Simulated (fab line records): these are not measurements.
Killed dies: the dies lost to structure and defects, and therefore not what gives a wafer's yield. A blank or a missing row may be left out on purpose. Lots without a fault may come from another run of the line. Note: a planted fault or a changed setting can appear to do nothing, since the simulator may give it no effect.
Split-lot trial | flow n5Finfet | on a route of 1938 steps: 7 lots, 21 wafers read

ON THE SPLIT
At N5_BEOL_M0_SAQP_PECVD_04 (deposits a-Si from SiH4/He, target thk 60 nm, time 60.2 s), the setting timeS was moved away from the recipe's 60.2 s on 7 of the 21 wafers read, by -5.6% to +13.6%. This setting was run at the recipe's value on the other wafers.

FROM THE SPLIT TO THE READING: what the file shows between them, 5 steps
- N5_BEOL_M0_SAQP_THK_MEAS_05
- N5_BEOL_M0_SAQP_HM_DEP_111: deposits SiO2 from SiH4/N2O, target thk 12 nm, time 7.2 s
- N5_BEOL_M0_SAQP_COAT_81: time 60 s, resist thk 100 nm
- N5_BEOL_M0_SAQP_HM_OPEN_112: chemistry CHF3/O2, target SiO2, stops on a-Si, target depth 12 nm, time 13.5 s
- N5_BEOL_M0_SAQP_STRIP_113: strips in CHF3/O2

THE READING
oesProductAu, in a.u., at N5_BEOL_M0_SAQP_MANDREL_ETCH_20 (etches a-Si in HBr/Cl2, stops on SiNx, target depth 60 nm, bt time 10 s, time 30 s). On this fab line, fault-free wafers typically give 0.776 a.u. with a standard deviation of 0.014 a.u.

wafer  | tool, chamber at the split | timeS as run, s | against the recipe | oesProductAu, a.u. | against lot-mates on the recipe
L081.3 | pecvd-04, 0                | 60.2            | recipe             | 0.738              | -
L081.4 | pecvd-04, 2                | 60.2            | recipe             | 0.783              | -
L081.5 | pecvd-04, 0                | 60.2            | recipe             | 0.765              | -
L082.1 | pecvd-03, 2                | 60.2            | recipe             | 0.759              | -
L082.2 | pecvd-03, 1                | 60.2            | recipe             | 0.778              | -
L082.5 | pecvd-03, 2                | 68.38           | +13.6%             | 0.846              | +0.078
L087.3 | pecvd-03, 1                | 60.2            | recipe             | 0.774              | -
L087.4 | pecvd-03, 1                | 56.82           | -5.6%              | 0.753              | -0.021
L087.5 | pecvd-03, 0                | 56.82           | -5.6%              | 0.764              | -0.010
L089.2 | pecvd-04, 1                | 60.2            | recipe             | 0.785              | -
L089.4 | pecvd-04, 1                | 60.2            | recipe             | 0.797              | -
L089.6 | pecvd-04, 0                | 63.54           | +5.5%              | 0.825              | +0.034
L091.2 | pecvd-03, 2                | 60.2            | recipe             | 0.754              | -
L091.5 | pecvd-03, 0                | 66.41           | +10.3%             | 0.853              | +0.093
L091.6 | pecvd-03, 1                | 60.2            | recipe             | 0.765              | -
L093.1 | pecvd-01, 2                | 63.49           | +5.5%              | 0.794              | +0.005
L093.3 | pecvd-01, 1                | 60.2            | recipe             | 0.789              | -
L093.5 | pecvd-01, 2                | 63.49           | +5.5%              | 0.785              | -0.004
L097.1 | pecvd-01, 1,2              | 60.2            | recipe             | 0.764              | -
L097.5 | pecvd-01, 1,2              | 60.2            | recipe             | 0.775              | -
L097.6 | pecvd-01, 0                | 60.2            | recipe             | 0.777              | -
Where a row lists several chambers, the file gives one row for several wafers and doesn't say which wafer went through which chamber.

THE FIT
A straight line over all 21 wafers: oesProductAu changes by +0.00541 a.u. for each +1% of timeS; r = +0.84; the points scatter about the line by 0.016 a.u.
The same after taking each lot's own level away (the mean of its wafers on the recipe; 21 wafers): +0.0053 a.u. for each +1%; r = +0.83; scatter 0.016 a.u.
On that fit, the largest move of timeS shifts the reading by 0.072 a.u.
The span of the lots' own levels, 0.7595 to 0.7910 a.u., comes to 2.2 times the standard deviation stated above.
The two slopes agree, so the slope changes little with the lot-to-lot level.
Check: +0.0698 a.u. against its lot-mates is what the line predicts for one of the wafers moved furthest among these (+13.6%) when that wafer is left out of the fit. It came out at +0.0775 a.u. against them.

THE OTHER SPLITS THESE WAFERS WENT THROUGH
These wafers also went through other splits before the reading. Each is held against what the fit with the lots' levels taken away leaves over:
other split on the same wafers      | wafers away from the commonest value | r with oesProductAu (lot level and that fit taken away)
N5_MOL_CONTACT_COAG_DESCUM_45 timeS | 5                                    | +0.20
N5_BEOL_M0_SAQP_PECVD_00 timeS      | 8                                    | +0.01

THE WHOLE CHAIN: every reading that the file lists as answering this split, in the file's order
step                            | what it does                                                                       | reading                                                                              | change (the file's fit)                   | r (the file's)
N5_BEOL_M0_SAQP_PECVD_04        | deposits a-Si from SiH4/He, target thk 60 nm, time 60.2 s                          | a-Si_of_BEOL_M0_SAQP_PECVD_04.thkNm (the simulator's own value, which no gauge read) | +0.683 nm for each +1% of the setting     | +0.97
N5_BEOL_M0_SAQP_THK_MEAS_05     |                                                                                    | thkNm                                                                                | withheld for each +1% of the setting      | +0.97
N5_BEOL_M0_SAQP_MANDREL_ETCH_20 | etches a-Si in HBr/Cl2, stops on SiNx, target depth 60 nm, bt time 10 s, time 30 s | oesProductAu                                                                         | +0.00597 a.u. for each +1% of the setting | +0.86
N5_BEOL_M0_SAQP_MANDREL_ETCH_20 | etches a-Si in HBr/Cl2, stops on SiNx, target depth 60 nm, bt time 10 s, time 30 s | etch.depthNm (the simulator's own value, which no gauge read)                        | +0.678 nm for each +1% of the setting     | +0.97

THE FILE'S OWN FIT
oesProductAu changes by +0.00597 a.u. for each +1% of timeS, r = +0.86.
